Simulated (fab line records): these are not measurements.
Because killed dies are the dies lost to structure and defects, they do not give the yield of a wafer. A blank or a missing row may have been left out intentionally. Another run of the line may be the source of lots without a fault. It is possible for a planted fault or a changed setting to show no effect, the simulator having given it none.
Problem report in the 8D (eight disciplines) form, filled by code || flow nand_harc || the parts of the form that need people (team, actions taken, sign-off) are left out

## 1. WHAT IS WRONG
Mean of thk_nm at NHARC_A_ONON_D1_THK_MEAS_11: 1726 nm across 6 wafers in 2 lots; on wafers with no fault it is 998 nm (standard deviation 8). That is +91 standard deviations from the usual mean.
The step: measures by ellipsometry.
First seen on wafer L461.2, day 11 14:01, on film_metro-01. At this step, 39 wafers from 13 lots have a number in the record. Rule for "out" (also "out of limits"): further than 4 standard deviations from the usual mean. All remaining wafers that have a number are taken as sound.

## 2. WHAT IT IS, WHAT IT ISN'T
{"question": "which readings at this step", "is": "thk_nm", "is not": "-"}
{"question": "which lots", "is": "L461, L464", "is not": "L452, L454, L455, L457, L459, L469, L470, L471, L472, L473, L475"}
{"question": "which wafers of those lots", "is": "all that have a number", "is not": "-"}
{"question": "read on which gauges", "is": "film_metro-01", "is not": "film_metro-02"}
{"question": "when", "is": "from day 11 14:01", "is not": "up to then (15 sound wafers); but 18 sound wafers of L469, L470, L471, L472, L473, L475 came after"}

## 3. WHAT RULES OUT EACH SUSPECT
Counting: a tool stays on the suspect list if, at a process step up to the reading, it processed all lots that are out and no sound lot following the first of them.
- the gauge at NHARC_A_ONON_D1_THK_MEAS_11: ruled out. All the wafers that are out were read on film_metro-01, but those of them that NHARC_END_SORT_01 has rows for are out there too, on other tools.
- pecvd_onon-02 at NHARC_A_ONON_D1_DEP_09 (target thk 1000 nm): ruled out as a lasting fault. After its first lot that is out, L461 (day 11 13:33), sound lots L470, L475 ran on it.
Left after counting: nothing in the record.

## 4. THE CAUSE (what the simulator had put in)
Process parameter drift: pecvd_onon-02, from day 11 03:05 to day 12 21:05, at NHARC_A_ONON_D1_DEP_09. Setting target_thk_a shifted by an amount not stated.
Counting ruled it out, wrongly: the rule takes a fault to strike every lot that its tool runs from its start on, and this one did not.

## 5. THE CHAIN OF EFFECTS, in route order
One row per reading whose mean, taken over the struck wafers that have a number, lies over 3 standard deviations from the usual. Only readings for which the record gives a usual standard deviation are gone through. hours: the time from each lot's start at the first step in this table that gives one to its start at this step, as a median over the lots. sigmas: the change in usual standard deviations.
{"hours": 0, "step": "NHARC_A_ONON_D1_THK_MEAS_11", "reading": "thk_nm", "usual": "998 nm", "on struck wafers": 1726, "change": "+728", "sigmas": "+91"}
{"hours": 416, "step": "NHARC_END_SORT_01", "reading": "killed_at_array", "usual": 59, "on struck wafers": 671, "change": "+612", "sigmas": "+36"}
{"hours": 416, "step": "NHARC_END_SORT_01", "reading": "killed_dies", "usual": 64, "on struck wafers": 677, "change": "+613", "sigmas": "+36"}

## 6. WHAT WOULD HAVE CAUGHT IT SOONER
11 hours passed between the start of the fault at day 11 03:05 and the first reading out of limits at a measuring or inspecting step in this record, taken at day 11 14:01.
No tool reading at NHARC_A_ONON_D1_DEP_09 that has a usual standard deviation in the record was out on any struck wafer, so an alarm limit of 4 standard deviations on those readings would not have fired.
